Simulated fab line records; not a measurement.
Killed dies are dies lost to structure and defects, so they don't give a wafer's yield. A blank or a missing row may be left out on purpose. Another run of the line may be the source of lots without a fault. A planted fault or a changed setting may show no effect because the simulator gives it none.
Matching of chambers | flow n5 finfet | N5_BEOL_M14_CMP_49 on cmp-01: 4 sister chambers
The step polishes, stops on SiO2, t overpolish 5.2 s, target thk 560 nm. 8 wafers are shown with their chamber, then 9 later ones without.

## WAFERS, EACH WITH ITS CHAMBER
wafer  | chamber | motor current A (A) | barrier field endpoint s (s)
L735.1 | 2       | 7.5                 | 11.08
L737.5 | 0       | 8.2                 | 11.56
L739.1 | 2       | 7.2                 | 11.22
L739.3 | 3       | 7.9                 | 11.56
L739.4 | 1       | 9.9                 | 11.56
L742.1 | 1       | 9.4                 | 11.32
L742.5 | 3       | 7.6                 | 11.59
L742.6 | 0       | 8.0                 | 11.59

## WAFERS WITHOUT THEIR CHAMBER
wafer  | motor current A (A) | barrier field endpoint s (s)
L745.1 | 6.8                 | 11.51
L745.2 | 9.0                 | 11.79
L745.5 | 7.9                 | 11.46
L752.2 | 8.4                 | 11.36
L752.5 | 7.6                 | 11.62
L752.6 | 7.1                 | 11.48
L754.1 | 8.4                 | 11.57
L754.3 | 7.0                 | 11.26
L754.4 | 9.6                 | 11.52

## THE CHAMBER EACH PASSED THROUGH
wafer  | from the rows above          | in truth
L745.1 | can't be placed: 3 or 2 or 0 | 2
L745.2 | can't be placed: 0 or 1 or 3 | 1
L745.5 | can't be placed: 3 or 0      | 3
L752.2 | can't be placed: 0 or 3      | 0
L752.5 | can't be placed: 3 or 0      | 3
L752.6 | can't be placed: 3 or 2 or 0 | 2
L754.1 | can't be placed: 0 or 3      | 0
L754.3 | 2                            | 2
L754.4 | 1                            | 1
Correct placement for 2 of the 9. Cannot be placed on the basis of these rows: 7; the candidates contain the true chamber in 7. Number placed wrongly: 0.
How it was worked out, from the rows above alone: a wafer's distance from a chamber is the root of the sum, over the readings, of the square of ((its reading less the chamber's mean) divided by the reading's scatter). The wafer belongs to the nearest chamber; if the next one is less than 2 further off, it can't be placed. The mean given for a chamber averages the wafers shown for that chamber. The scatter: the root of (the sum of the squares of (reading less its chamber's mean) over the shown wafers, divided by (wafers less chambers)).
